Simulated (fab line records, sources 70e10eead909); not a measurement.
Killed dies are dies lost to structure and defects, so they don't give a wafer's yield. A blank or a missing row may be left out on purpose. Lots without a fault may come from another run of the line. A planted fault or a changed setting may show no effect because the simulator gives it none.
Problem report in the 8D (eight disciplines) form, filled by code | flow nand_harc | the parts of the form that need people (team, actions taken, sign-off) are left out

1. THE PROBLEM
sort_bin_2_pct at NHARC_END_SORT_01 reads a mean of 95.3 % on 1 wafer of 1 lot; wafers without a fault read 3.0 % with a standard deviation of 1.2. That is +77 standard deviations from the usual mean.
First seen on wafer L411.2, day 28 22:32, on prober-01. The record holds 39 wafers of 13 lots with a number at this step. Rule for "out", or "out of limits": more than 4 standard deviations from the usual mean. The other wafers with a number count as sound.

2. WHAT IT IS AND WHAT IT IS NOT
question                    | is                                                                                                                  | is not
which readings at this step | sort_bin_2_pct, defect_limited_yield, killed_at_array, killed_dies, sort_n_pass, sort_rim_yield_pct, sort_yield_pct | killed_at_other, killed_at_periphery, killed_open, killed_short, sort_bin_3_pct, sort_bin_4_pct
which lots                  | L411                                                                                                                | L400, L401, L402, L403, L408, L412, L416, L417, L418, L421, L422, L423
which wafers of those lots  | L411.2                                                                                                              | L411.3, L411.5
read on which gauges        | prober-01                                                                                                           | prober-02
when                        | from day 28 22:32                                                                                                   | up to then (15 sound wafers); but 23 sound wafers of L411, L412, L416, L417, L418, L421, L422, L423 came after

3. SUSPECTS, AND WHAT RULES EACH OUT
Counting: a tool at a process step up to the reading stays a suspect if it ran every lot that is out. Sound lots after the first of them don't rule it out here, since some wafers of a struck lot are sound.
- the gauge at NHARC_END_SORT_01: kept. All the wafers that are out were read on prober-01, and no step on other tools shows them out.
- pvd_sputter-03 at NHARC_A_BONDPAD_PVD_27 (deposits Cu, target thk 30 nm, time 20.49 s): kept. It ran the lot that is out, L411 (day 27 15:43); its last sound lot up to then is L408 (day 26 16:22).
- pvd_sputter-01 at NHARC_THIN_TSV_PRE_CLEAN_50 (time 30 s): kept. It ran the lot that is out, L411 (day 28 09:18); its last sound lot up to then is L408 (day 27 13:45). NHARC_THIN_TSV_PRE_CLEAN_50 gives no start for some lots, so the hours and the order of its lots are those of NHARC_THIN_TSV_ANNEAL_52.
- rtp_anneal-01 at NHARC_THIN_TSV_ANNEAL_52 (time 90 s): kept. It ran the lot that is out, L411 (day 28 09:18); its last sound lot up to then is L408 (day 27 13:45).
Left after counting: pvd_sputter-03 at NHARC_A_BONDPAD_PVD_27, pvd_sputter-01 at NHARC_THIN_TSV_PRE_CLEAN_50, rtp_anneal-01 at NHARC_THIN_TSV_ANNEAL_52, prober-01 at NHARC_END_SORT_01.

4. THE CAUSE (what the simulator had put in)
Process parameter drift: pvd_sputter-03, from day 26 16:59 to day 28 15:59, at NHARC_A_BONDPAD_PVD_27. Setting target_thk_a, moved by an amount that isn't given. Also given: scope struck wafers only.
Counting left 4 suspects, and this tool is among them.

5. THE CHAIN OF EFFECTS, in route order
Each row: a reading whose mean over the struck wafers that have a number lies more than 3 standard deviations from the usual. Only readings for which the record gives a usual standard deviation are gone through. hours: the time from each lot's start at the first step in this table that gives one to its start at this step, as a median over the lots. sigmas: the change in usual standard deviations.
hours | step              | reading              | usual  | on struck wafers | change | sigmas
0     | NHARC_END_SORT_01 | defect_limited_yield | 91.5 % | 0.0              | -91.5  | -38
0     | NHARC_END_SORT_01 | killed_at_array      | 52     | 674              | +622   | +37
0     | NHARC_END_SORT_01 | killed_dies          | 57     | 677              | +620   | +39
0     | NHARC_END_SORT_01 | sort_bin_2_pct       | 3.0 %  | 95.3             | +92.3  | +77
0     | NHARC_END_SORT_01 | sort_n_pass          | 620    | 0                | -620   | -39
0     | NHARC_END_SORT_01 | sort_rim_yield_pct   | 89 %   | 0                | -89    | -21
0     | NHARC_END_SORT_01 | sort_yield_pct       | 91.5 % | 0.0              | -91.5  | -38

6. WHAT WOULD HAVE CAUGHT IT SOONER
In this record the first reading out of limits at a measuring or inspecting step was taken at day 28 22:32, 54 hours after the fault began at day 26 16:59.
Of the tool readings at NHARC_A_BONDPAD_PVD_27 for which the record gives a usual standard deviation, none was out on any struck wafer, so an alarm limit of 4 standard deviations on them would not have fired.
All the lots that are out (1) had begun NHARC_A_BONDPAD_PVD_27 on pvd_sputter-03 by day 28 22:32. A hold on the tool at that time would have spared none of them.
